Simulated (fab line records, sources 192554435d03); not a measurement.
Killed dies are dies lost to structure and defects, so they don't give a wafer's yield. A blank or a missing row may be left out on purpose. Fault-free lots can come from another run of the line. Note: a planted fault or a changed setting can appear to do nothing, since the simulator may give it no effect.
fab line records    flow n5-finfet
record lots=5  wafers=15  last-day=18
route steps=1938 shown BEOL_M6@1239 BEOL_M7@1263 PASSIVATION@1936
lots that met no fault: taken from a fault-free run of the same line
start-h: the number of hours between the record's first day and the start of the first shown wafer of the lot    wait-h: hours elapsed since this lot's preceding step    " the same as in the row above    L1.1+2: a single row standing in for several wafers    - no value, or no start given    * or withheld: withheld    < > ~ a bound
route shown NAME@n: a module of which the file shows steps, and the number in the route of the first    usual: mean/standard deviation of fault-free wafers    same: alike in all rows    chamber/n: place in a boat    sites: per-site readings    _std_site: how widely they spread, as a standard deviation    _edge_site: the outer-site mean with the inner-site mean subtracted    radius-mm: how far each site lies from the wafer's centre    mask NAME#n: copy n    behind: the tool/chamber that last shaped the wafer    hold: reason for holding the lot/hours on hold/outcome of the hold    device: transistor that didn't switch, given as n, p or np    end of line: the tests these same wafers got at the end of their route    where a step has no rows: the recipe by itself    killed: at the first sort, the dies lost to defects and structure; wafer yield is something else    map: per-die view of a wafer (x killed, . not killed, _ where there is no die)
set.NAME: setting as actually run; set.NAME@STEP: the setting as run at that earlier step    model.NAME: the simulator's own value behind a step, which no gauge read
lots seen at some steps along the route; tables by step, rows by wafer
services: the hour from which a tool's chamber was out of use, counted from the record's first day as start-h (under 0 if before that day), plus the number of hours and why
## steps
# step N5_BEOL_M6_TRENCH_ETCH_37
# recipe chemistry=C4F6/O2  target-depth-a=944.35  target=SiCOH_lowk  time-s=31.5  ion-energy-ev=250  pressure-mtorr=30  source-w=345  bias-w=185  Ar_flow_sccm=300  C4F6_flow_sccm=10  O2_flow_sccm=10
# step N5_BEOL_M6_ETCH_41
# recipe chemistry=CH3F/O2  target=SiCN  target-depth-a=297  taper-deg=2  time-s=52  ion-energy-ev=120  mask-material=TiN  pressure-mtorr=30  source-w=395  bias-w=75  Ar_flow_sccm=150  CH3F_flow_sccm=30  O2_flow_sccm=20
# step N5_BEOL_M6_STRIP_80
# recipe chemistry=N2/H2  time-s=10  power-w=450  temp-c=40  pressure-mtorr=20  rf-frequency-hz=6e+07  bias-power-w=7  n2-flow-sccm=200  h2-flow-sccm=200
# step N5_BEOL_M6_OCD_MEAS_38
# usual trench-depth-nm=93.7/1.3
lot.wafer  tool    chamber  start-h  wait-h  trench-depth-nm
L740.1     ocd-01  -        240.52   -       92.0
L740.4     "       -        "        "       94.1
L740.6     "       -        "        "       91.7
L742.1     ocd-02  -        249.57   -       95.6
L742.2     "       -        "        "       93.0
L742.4     "       -        "        "       94.1
L750.1     ocd-02  -        296.15   -       96.0
L750.4     "       -        "        "       94.9
L750.6     "       -        "        "       93.9
L755.1     ocd-02  -        328.19   -       95.6
L755.3     "       -        "        "       92.8
L755.5     "       -        "        "       92.7
L757.1     ocd-01  -        336.16   -       93.5
L757.3     "       -        "        "       92.8
L757.4     "       -        "        "       90.2
# step N5_BEOL_M6_HM_STRIP_39
# recipe chemistry=peroxide-tin-strip  material=TiN  target-depth-a=250  temp-c=50  time-s=158
# step N5_BEOL_M6_SRD_40
# recipe time-s=30  temp-c=23  rinse-liquid=diw  dry=ipa-marangoni
# step N5_BEOL_M6_PRECLEAN_42
# recipe chemistry=residue-remover  time-s=60  temp-c=40
# step N5_BEOL_M6_SRD_43
# recipe time-s=30  temp-c=23  rinse-liquid=diw  dry=ipa-marangoni
# step N5_BEOL_M6_CD_MEAS_35
# recipe target-cd-nm=40  target-cd-y-nm=28  polarity=opening
# usual cd-nm=40.0/0.5
lot.wafer  tool       chamber  start-h  wait-h  cd-nm
L740.1     cd-sem-03  -        240.68   0.0     39.8
L740.4     "          -        "        "       39.6
L740.6     "          -        "        "       39.6
L742.1     cd-sem-02  -        249.73   0.0     39.6
L742.2     "          -        "        "       40.2
L742.4     "          -        "        "       40.1
L750.1     cd-sem-02  -        296.30   0.0     39.3
L750.4     "          -        "        "       39.8
L750.6     "          -        "        "       39.7
L755.1     cd-sem-03  -        328.35   0.0     39.7
L755.3     "          -        "        "       39.8
L755.5     "          -        "        "       39.4
L757.1     cd-sem-01  -        336.31   0.0     40.4
L757.3     "          -        "        "       39.6
L757.4     "          -        "        "       39.5
# step N5_BEOL_M6_CURE_75
# recipe temp-c=370  time-s=120  ambient=DMADMS/He  material=SiCOH_lowk
# step N5_BEOL_M6_DEGAS_44
# recipe ambient=vacuum  temp-c=250  time-s=60
# step N5_BEOL_M6_PRE_CLEAN_45
# recipe gas=H2/He  time-s=30  temp-c=250
# step N5_BEOL_M6_ALD_77
# recipe material=TaN  target-thk-a=20  temp-c=275  ald-precursor-family=PDMAT  ald-co-reactant=NH3  pressure-torr=3  carrier-flow-sccm=1500  pulse-time-s=2  purge-time-s=3  co-reactant-purge-time-s=2  co-reactant-pulse-time-s=3  ald-cycles=40  precursor-vessel-temp-c=75  precursor-vessel-pressure-torr=26.25  precursor-vessel-carrier-sccm=1000
# usual heater-power-w=437/94  mfc-carrier-sccm=1499/4.9
lot.wafer  tool          chamber  start-h  wait-h  heater-power-w  mfc-carrier-sccm  since-wet-clean-h
L740.1     ald-metal-02  1        241.21   0.1     401             1504              1443
L740.4     "             3        "        "       313             1509              1443
L740.6     "             1        "        "       405             1500              -
L742.1     ald-metal-01  2        250.25   0.0     435             1499              4529
L742.2     "             3        "        "       344             1501              4529
L742.4     "             1        "        "       370             1494              4529
L750.1     ald-metal-03  2        296.92   0.1     500             1506              6114
L750.4     "             0        "        "       429             1496              6114
L750.6     "             0        "        "       450             1487              -
L755.1     ald-metal-03  2        328.96   0.0     504             1501              6146
L755.3     "             3        "        "       398             1506              6146
L755.5     "             1        "        "       514             1500              -
L757.1     ald-metal-01  2        338.09   0.2     432             1504              4616
L757.3     "             0        "        "       429             1498              4616
L757.4     "             1        "        "       366             1503              4616
# step N5_BEOL_M6_SURFACE_TREAT_79
# recipe gas=Ar  time-s=*  ion-energy-ev=*  ion-current-ma-cm2=0.5  pressure-mtorr=*  ar-flow-sccm=30
# usual throttle-valve-pct=*
lot.wafer  tool            chamber  start-h  wait-h  throttle-valve-pct
L740.1     pvd-sputter-01  -        241.50   0.2     *
L740.4     "               -        "        "       *
L740.6     "               -        "        "       *
L742.1     pvd-sputter-03  -        250.65   0.3     *
L742.2     "               -        "        "       *
L742.4     "               -        "        "       *
L750.1     pvd-sputter-01  -        297.34   0.3     *
L750.4     "               -        "        "       *
L750.6     "               -        "        "       *
L755.1     pvd-sputter-02  -        329.34   0.2     *
L755.3     "               -        "        "       *
L755.5     "               -        "        "       *
L757.1     pvd-sputter-02  -        338.47   0.2     *
L757.3     "               -        "        "       *
L757.4     "               -        "        "       *
# step N5_BEOL_M6_CVD_78
# recipe material=Co  target-thk-a=20  temp-c=withheld  precursor=CCTBA/H2  pressure-torr=30  time-s=142.3
# step N5_BEOL_M6_SPUTTER_48
# recipe material=Cu  target-thk-a=100  temp-c=-20  bias-v=60  power-w=26000  chamber-pressure-pa=0.13  time-s=1.667
# step N5_BEOL_M6_ECD_50
# recipe material=Cu  target-thk-a=3000
# step N5_BEOL_M6_ANNEAL_51
# recipe temp-c=225  time-s=90  ambient=N2
# usual wafer_temp_C_max=226.0/0.51
lot.wafer  tool           chamber  start-h  wait-h  wafer_temp_C_max
L740.1     rtp-anneal-02  0        242.21   0.3     225.7
L740.4     "              0        "        "       226.0
L740.6     "              0        "        "       225.6
L742.1     rtp-anneal-02  0        251.39   0.3     225.6
L742.2     "              0        "        "       225.2
L742.4     "              0        "        "       225.5
L750.1     rtp-anneal-02  0        298.25   0.5     225.8
L750.4     "              0        "        "       225.6
L750.6     "              0        "        "       225.9
L755.1     rtp-anneal-01  0        330.04   0.3     226.6
L755.3     "              0        "        "       226.6
L755.5     "              0        "        "       226.7
L757.1     rtp-anneal-02  0        339.06   0.2     225.6
L757.3     "              0        "        "       225.8
L757.4     "              0        "        "       225.4
# step N5_BEOL_M6_CMP_52
# recipe stop-on=SiCOH_lowk  t-overpolish-s=6.9  down-force-psi=1  platen-rpm=50  clearing-platen-down-force-psi=1.5  clearing-platen-rpm=50  post-cmp-clean=cu-alkaline  target-thk-nm=80  clearing-platen-pad-velocity-m-s=0.99484  pad-velocity-m-s=0.99484
# step N5_BEOL_M6_THK_MEAS_53
# recipe thk-meas-gauge=xrf  reads=Cu_of_BEOL_M6_ECD_50
# usual M6_THK=79.7/1.8
lot.wafer  tool           chamber  start-h  wait-h  M6_THK[nm]
L740.1     film-metro-02  -        242.80   -       76.9
L740.4     "              -        "        "       79.9
L740.6     "              -        "        "       77.2
L742.1     film-metro-01  -        252.00   -       81.7
L742.2     "              -        "        "       80.6
L742.4     "              -        "        "       81.3
L750.1     film-metro-01  -        298.84   -       83.4
L750.4     "              -        "        "       82.2
L750.6     "              -        "        "       81.7
L755.1     film-metro-01  -        330.63   -       79.7
L755.3     "              -        "        "       77.0
L755.5     "              -        "        "       77.5
L757.1     film-metro-01  -        339.65   -       78.4
L757.3     "              -        "        "       78.0
L757.4     "              -        "        "       76.1
# step N5_BEOL_M6_PRE_CLEAN_55
# recipe gas=NH3  time-s=15  temp-c=withheld  rf-power-w=300
# step N5_BEOL_M6_DEP_56
# recipe material=SiCN  target-thk-a=100  temp-c=withheld  precursor=3MS/NH3  pressure-torr=3  rf-w=202  time-s=17.5
# usual rf-fwd-power-W=199.6/0.9  showerhead-plenum-p-Torr=3.665/0.015  throttle-valve-pct=9.3/0.35
lot.wafer  tool      chamber  start-h  wait-h  rf-fwd-power-W  showerhead-plenum-p-Torr  since-wet-clean-h  throttle-valve-pct
L740.1     pecvd-01  2        242.86   0.0     198.6           3.684                     555                9.6
L740.4     "         0        "        "       199.7           3.682                     -                  9.3
L740.6     "         1        "        "       200.2           3.668                     -                  9.9
L742.1     pecvd-04  0        252.06   0.0     199.0           3.667                     956                9.0
L742.2     "         2        "        "       200.5           3.661                     202                9.0
L742.4     "         1        "        "       199.1           3.650                     -                  9.4
L750.1     pecvd-04  1        298.90   0.0     200.4           3.648                     1728               9.2
L750.4     "         0        "        "       199.1           3.656                     -                  8.8
L750.6     "         1        "        "       199.7           3.646                     -                  9.4
L755.1     pecvd-03  2        330.69   0.0     200.0           3.659                     452                8.8
L755.3     "         0        "        "       201.6           3.677                     1216               9.7
L755.5     "         0        "        "       200.5           3.676                     -                  9.4
L757.1     pecvd-03  1        339.72   0.0     197.8           3.651                     1950               9.3
L757.3     "         2        "        "       200.3           3.658                     461                9.0
L757.4     "         2        "        "       200.0           3.665                     -                  8.9
# step N5_BEOL_M6_RS_MEAS_57
# recipe thk-meas-gauge=four-point-probe  reads=Cu_of_BEOL_M6_ECD_50+Co_of_BEOL_M6_CVD_78+TaN_of_BEOL_M6_ALD_77
# usual M6_RS=0.288/0.0072
lot.wafer  tool           chamber  start-h  wait-h  M6_RS[ohm/sq]
L740.1     film-metro-02  -        242.93   0.1     0.298
L740.4     "              -        "        "       0.283
L740.6     "              -        "        "       0.297
L742.1     film-metro-01  -        252.13   0.1     0.284
L742.2     "              -        "        "       0.289
L742.4     "              -        "        "       0.286
L750.1     film-metro-01  -        298.97   0.1     0.275
L750.4     "              -        "        "       0.281
L750.6     "              -        "        "       0.282
L755.1     film-metro-01  -        330.76   0.1     0.284
L755.3     "              -        "        "       0.296
L755.5     "              -        "        "       0.295
L757.1     film-metro-01  -        339.79   0.1     0.292
L757.3     "              -        "        "       0.294
L757.4     "              -        "        "       0.303
# step N5_BEOL_M7_ILD_DEP_00
# recipe material=SiCOH_lowk  target-thk-a=1797.5  temp-c=300  precursor=DEMS/porogen  pressure-torr=5  rf-w=500  time-s=33.4
# usual heater-power-w=309/51  rf-fwd-power-W=495.8/1.9  showerhead-plenum-p-Torr=5.737/0.012  throttle-valve-pct=13.7/0.36
lot.wafer  tool      chamber  start-h  wait-h  heater-power-w  rf-fwd-power-W  showerhead-plenum-p-Torr  since-wet-clean-h  throttle-valve-pct
L740.1     pecvd-02  2        242.99   0.0     253             498.7           5.722                     12                 13.1
L740.4     "         1        "        "       366             494.2           5.756                     -                  13.5
L740.6     "         2        "        "       258             497.8           5.752                     -                  13.2
L742.1     pecvd-02  0        252.19   0.0     301             496.8           5.725                     775                13.5
L742.2     "         2        "        "       262             495.9           5.737                     21                 13.0
L742.4     "         1        "        "       384             495.2           5.748                     -                  13.8
L750.1     pecvd-02  0        299.03   0.0     322             493.1           5.734                     822                14.0
L750.4     "         1        "        "       388             493.1           5.760                     -                  13.7
L750.6     "         0        "        "       310             495.8           5.730                     -                  13.7
L755.1     pecvd-02  2        330.82   0.0     263             496.9           5.740                     99                 13.3
L755.3     "         0        "        "       318             495.6           5.736                     853                14.0
L755.5     "         0        "        "       312             497.3           5.724                     -                  13.9
L757.1     pecvd-02  1        339.85   0.0     362             495.0           5.732                     1587               13.6
L757.3     "         2        "        "       213             498.3           5.744                     108                13.2
L757.4     "         2        "        "       228             495.7           5.740                     -                  13.4
# step N5_BEOL_M7_CURE_74
# recipe temp-c=385  time-s=240  ambient=He/Ar  material=SiCOH_lowk
# step N5_BEOL_M7_THK_MEAS_01
# recipe reads=SiCOH_lowk_of_BEOL_M7_ILD_DEP_00
# usual M7_ILD_THK=154.8/1.9
lot.wafer  tool           chamber  start-h  wait-h  M7_ILD_THK[nm]
L740.1     film-metro-01  -        243.57   0.4     154.8
L740.4     "              -        "        "       155.7
L740.6     "              -        "        "       155.6
L742.1     film-metro-02  -        253.25   0.8     153.5
L742.2     "              -        "        "       153.2
L742.4     "              -        "        "       155.7
L750.1     film-metro-01  -        300.20   0.8     153.9
L750.4     "              -        "        "       155.0
L750.6     "              -        "        "       155.2
L755.1     film-metro-01  -        331.40   0.4     151.5
L755.3     "              -        "        "       154.2
L755.5     "              -        "        "       154.8
L757.1     film-metro-01  -        340.43   0.4     155.1
L757.3     "              -        "        "       153.5
L757.4     "              -        "        "       153.9
# step N5_BEOL_M7_PECVD_70
# recipe material=SiO2  target-thk-a=200  temp-c=400  precursor=TEOS/O2  pressure-torr=5.5  rf-w=450  teos-flow-sccm=53.8  gas=O2  flow-sccm=3000  time-s=22.7
# usual heater-power-w=705/96  rf-fwd-power-W=444.8/1.9  showerhead-plenum-p-Torr=8.76/0.044  throttle-valve-pct=22.3/0.53
lot.wafer  tool      chamber  start-h  wait-h  heater-power-w  rf-fwd-power-W  showerhead-plenum-p-Torr  since-wet-clean-h  throttle-valve-pct
L740.1     pecvd-03  1        243.61   0.0     741             438.3           8.73                      1854               23.0
L740.4     "         1        "        "       736             441.1           8.75                      -                  22.8
L740.6     "         2        "        "       770             445.0           8.76                      -                  22.0
L742.1     pecvd-03  0        253.28   0.0     732             444.9           8.85                      1138               23.1
L742.2     "         2        "        "       774             445.3           8.75                      375                22.1
L742.4     "         1        "        "       659             440.6           8.74                      -                  23.0
L750.1     pecvd-04  0        300.24   0.0     798             443.5           8.79                      1004               22.5
L750.4     "         0        "        "       807             443.2           8.76                      -                  22.2
L750.6     "         2        "        "       629             444.9           8.70                      -                  22.0
L755.1     pecvd-02  2        331.44   0.0     653             447.3           8.78                      100                21.4
L755.3     "         1        "        "       788             446.3           8.80                      1579               21.9
L755.5     "         0        "        "       723             445.9           8.75                      -                  22.2
L757.1     pecvd-04  2        340.46   0.0     669             444.4           8.70                      290                22.2
L757.3     "         0        "        "       914             444.8           8.78                      1044               22.3
L757.4     "         1        "        "       540             447.5           8.70                      -                  22.7
# step N5_BEOL_M7_HM_DEP_02
# recipe material=TiN  target-thk-a=200  temp-c=25  chamber-pressure-pa=0.49996
# step N5_BEOL_M7_COAT_59
# recipe resist=SOC  temp-c=250  time-s=60  spin-rpm=1500  resist-thk-nm=100
# step N5_BEOL_M7_COAT_60
# recipe resist=SiARC  temp-c=220  time-s=60  spin-rpm=1500  resist-thk-nm=35
# step N5_BEOL_M7_COAT_05
# recipe resist=CAR-ArF  spin-rpm=1500  resist-thk-nm=90
# step N5_BEOL_M7_EBR_07
# recipe solvent=PGMEA  ebr-width-mm=1.5
# step N5_BEOL_M7_SOFTBAKE_06
# recipe temp-c=110  time-s=60  resist=CAR-ArF
# step N5_BEOL_M7_EXPOSE_08
# recipe mask-id=M7  na=1.35  source-shape=dipole  sigma-inner=0.817  sigma-outer=0.97  polarization=te  dose-mj=68.25
# step N5_BEOL_M7_PEB_09
# recipe peb-temp-c=withheld  peb-time-s=60  resist=CAR-ArF
# step N5_BEOL_M7_DEVELOP_10
# recipe develop-time-s=30  developer=TMAH  resist=CAR-ArF  rinse-liquid=diw  dry=air-spin  dev-temp-c=23
# step N5_BEOL_M7_CD_MEAS_11
# recipe target-cd-nm=38.5  landing-energy-ev=500  detector=se-inlens  polarity=opening
# usual cd-nm=38.4/0.54
# same landing-energy-ev=500
lot.wafer  tool       chamber  start-h  wait-h  cd-nm
L740.1     cd-sem-03  0        245.67   -       38.5
L740.4     "          0        "        "       38.7
L740.6     "          0        "        "       38.4
L742.1     cd-sem-02  0        254.48   -       38.3
L742.2     "          0        "        "       38.6
L742.4     "          0        "        "       39.0
L750.1     cd-sem-02  0        302.53   -       38.4
L750.4     "          0        "        "       38.2
L750.6     "          0        "        "       39.3
L755.1     cd-sem-03  0        332.39   -       37.8
L755.3     "          0        "        "       37.6
L755.5     "          0        "        "       37.7
L757.1     cd-sem-03  0        341.78   -       38.5
L757.3     "          0        "        "       38.3
L757.4     "          0        "        "       38.4
# step N5_BEOL_M7_OVL_MEAS_12
# recipe points-per-wafer=44
# usual M7_OVL=-0.1/0.74
lot.wafer  tool        chamber  start-h  wait-h  M7_OVL[nm]
L740.1     overlay-02  0        245.70   0.0     -0.3
L740.4     "           0        "        "       0.2
L740.6     "           0        "        "       -0.6
L742.1     overlay-02  0        254.51   0.0     0.5
L742.2     "           0        "        "       -0.4
L742.4     "           0        "        "       -0.3
L750.1     overlay-01  0        302.56   0.0     1.4
L750.4     "           0        "        "       2.0
L750.6     "           0        "        "       0.9
L755.1     overlay-02  0        332.42   0.0     0.2
L755.3     "           0        "        "       -0.5
L755.5     "           0        "        "       -0.1
L757.1     overlay-02  0        341.81   0.0     -0.2
L757.3     "           0        "        "       -0.2
L757.4     "           0        "        "       -0.8
# step N5_BEOL_M7_DESCUM_16
# recipe chemistry=O2  time-s=7.9  source-power-w=50  bias-power-w=20  pressure-mtorr=20  rf-frequency-hz=2.712e+07  temp-c=40  resist=CAR-ArF  o2-flow-sccm=225
# step N5_BEOL_M7_ETCH_61
# recipe chemistry=CF4  target=SiARC  target-depth-a=455  mask-material=CAR-ArF  time-s=75.8  ion-energy-ev=80  pressure-mtorr=40  source-w=545  bias-w=36  Ar_flow_sccm=100  cf4-flow-sccm=100  ends=cleared
# step N5_PASSIVATION_PROBE_49
# usual defect-limited-yield=91.5/1.3  killed_at_M0_to_M3=33/10  killed_at_M4_up=13/4  killed-at-contacts=12/6.3  killed-at-front-end=39/11  killed-at-other=3.4/2.6  killed-dies=100/15  killed-on-rim=13/4  killed-open=65/11  killed-short=34/7.8  sort_bin_5_function=5.0/0.89  sort_bin_6_memory=3.2/0.58  sort-n-pass=1080/15  sort-yield-pct=91.5/1.3
# same gross-dies=1180  killed-at-back-side=0  sort_bin_4_leakage[%]=0  sort_bin_8_speed[%]=0
lot.wafer  tool       chamber  start-h  wait-h  defect-limited-yield[%]  killed_at_M0_to_M3  killed_at_M4_up  killed-at-contacts  killed-at-front-end  killed-at-other  killed-dies  killed-on-rim  killed-open  killed-short  sort_bin_5_function[%]  sort_bin_6_memory[%]  sort-n-pass  sort-yield-pct[%]
L740.1     prober-01  -        330.47   0.0     91.0                     44                  14               26                  20                   2                106          19             65           40            4.9                     3.6                   1074         91.0
L740.4     prober-01  -        330.62   0.2     91.7                     36                  17               10                  30                   5                98           8              70           28            4.2                     3.6                   1082         91.7
L740.6     prober-01  -        330.72   0.3     91.3                     37                  13               21                  29                   3                103          16             68           35            4.9                     3.6                   1077         91.3
L755.1     prober-02  -        418.76   0.0     79.1                     32                  148              8                   58                   1                247          29             80           35            13.1                    5.0                   933          79.1
# killed by level:class
L740.1 MOL_CONTACT_COAG:geometric-particle:open=22 BEOL_M0_SAQP:geometric-particle:short=16 BEOL_M0_SAQP:geometric-particle:open=6 BEOL_M0:geometric-particle:open=6 BEOL_M3:geometric-particle:open=5 MOL_CONTACT_COAG:geometric-particle:short=4 BEOL_M2:geometric-particle:open=4 BEOL_M4:geometric-particle:short=4
L740.4 BEOL_M0_SAQP:geometric-particle:open=11 MOL_CONTACT_COAG:geometric-particle:open=10 BEOL_M4:geometric-particle:open=10 GATE_CUT:geometric-particle:open=7 GATE_CUT:geometric-particle:short=6 BEOL_M0_SAQP:geometric-particle:short=6 BEOL_M0:geometric-particle:open=6 STI_FIN_REVEAL:geometric-particle:open=5
L740.6 MOL_CONTACT_COAG:geometric-particle:open=20 BEOL_M0:geometric-particle:open=9 BEOL_M3:geometric-particle:open=8 GATE_CUT:geometric-particle:short=7 BEOL_M0_SAQP:geometric-particle:short=6 BEOL_M0_SAQP:geometric-particle:open=6 FIN_SAQP:geometric-particle:short=4 GATE_CUT:geometric-particle:open=4
L755.1 BEOL_M6:unspecified=132 STI_FIN_REVEAL:geometric-particle:open=15 DUMMY_GATE:geometric-particle:open=12 BEOL_M0_SAQP:geometric-particle:short=9 FIN_SAQP:geometric-particle:open=8 MOL_CONTACT_COAG:geometric-particle:open=8 BEOL_M0_SAQP:geometric-particle:open=7 BEOL_M3:geometric-particle:open=7
# map L755.1 (x killed, . not)
_________________..x.......x.________________
______________.............x...._____________
___________......x.x..............x__________
__________x..............x..x......._________
________...........x.................._______
_______.................xx.............______
______xx.........x......................_____
_____............x..............x........____
____.....x..x.......x......x.x.x......x.x.___
___...........x.........................x..__
___............x...x....xxx.........x...x..__
__.......x......................x.x..x.....x_
__.......x.....x.x.x.......xx.........x..x.._
_x.......................................x...
_...x............x.....x.....x........x......
_....................x...........x.......x..x
_......x.................xx......x......x..x.
_...x......x....x.....x.....x..xx.....x......
_.............x........................x.....
_.............x..x...........x...x...xx......
_.x...........................xxx............
__....x..........x.......xx..xx.x.........x._
__.x......x............xx.xxxxxxxx.x.x......_
___.x.............x...xxxx.xxxxxxxx.xx.....__
___.........x............xxxxxxxxxxx..x....__
____............x.....xx.xxxxxxxxxxxx.x...___
_____...................xxxxxxxxxxxxx.x..____
______xx....x.......x..xxxxxxxxxxxxx.x.._____
_______..........x.....xxxxxxxxxxxxxxx.______
________...x...x......xxxxxxxxxxxxxxx._______
__________.............x.xxxxxxxxxxx_________
___________.x.....x..xx..x.xxxxxxxx__________
______________..x..........xxx.x_____________
_________________.......x....________________
# map L750.6 (x killed, . not)
_________________............________________
______________...xx............._____________
___________..x...................x.__________
__________..x............x...x.....x_________
________......xx.............x.....x.._______
_______x....xx...x.....................______
______..............x.x..............x.._____
_____..............x.........x.....x.x...____
____.....x...x............................___
___............x..........x................__
___........x.x..x..................x.....x.__
__.x..............x........x.x..x.x........._
__....x....................x............x..._
_.xx............x......x..........x......x...
_.x................xx.........x.............x
_.........xx.................................
_.......x...x.......x........................
_..........x.x...............................
_x..x..............x..x......x..............x
_....x.x.............x...x....x.x............
_........xx....................x....x........
__.....x.........x.....x.....x.............._
__..........................x.......x...xx.._
___......x..x.............................x__
___................xx...x..x...............__
____......x.....x.x........x..x..........x___
_____............x.....x....x.........x..____
______.x.....x.......x.............x...._____
_______x.x..........xx.....x......x....______
________....x...x..xx.x..........x...._______
__________...xxx.....x....x....x...._________
___________.x.x............x.......__________
______________..........x......._____________
_________________.........xxx________________
## services
tool            chamber  start-h  hours  kind
pecvd-03        -        225.74   3.7    repair
pecvd-01        0        227.89   4.0    repair
rtp-anneal-01   -        228.59   4.2    pm
pecvd-03        0        253.56   2.1    scheduled-down
pecvd-04        2        263.06   2.1    scheduled-down
pecvd-01        -        274.98   0.7    repair
pvd-sputter-01  -        283.92   0.7    repair
pecvd-02        -        307.15   0.7    repair
pecvd-04        1        324.98   5.5    scheduled-down
ald-metal-03    -        337.25   14.0   pm
ald-metal-03    0        337.25   14.0   vent-cycle
ald-metal-03    1        337.25   14.0   vent-cycle
ald-metal-03    2        337.25   14.0   vent-cycle
ald-metal-03    3        337.25   14.0   vent-cycle
## key
first-sign step=N5_PASSIVATION_PROBE_49  reading=killed_at_M4_up  direction=up  sigmas=34  usual=13  struck=148
effect step=N5_PASSIVATION_PROBE_49  reading=killed-dies  direction=up  sigmas=9.7  usual=100  struck=247
more-kills-born-at N5_BEOL_M6_ALD_77@ald-metal-03=132
met-at N5_BEOL_M6_ALD_77
struck-wafers L755.1
onset-between 296.92 328.96
fault kind=chamber-particle-source  tool=ald-metal-03  chamber=2  onset-h=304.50  steps=N5_BEOL_M6_ALD_77  rate-per-visit-cm2=1.1307  end-h=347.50
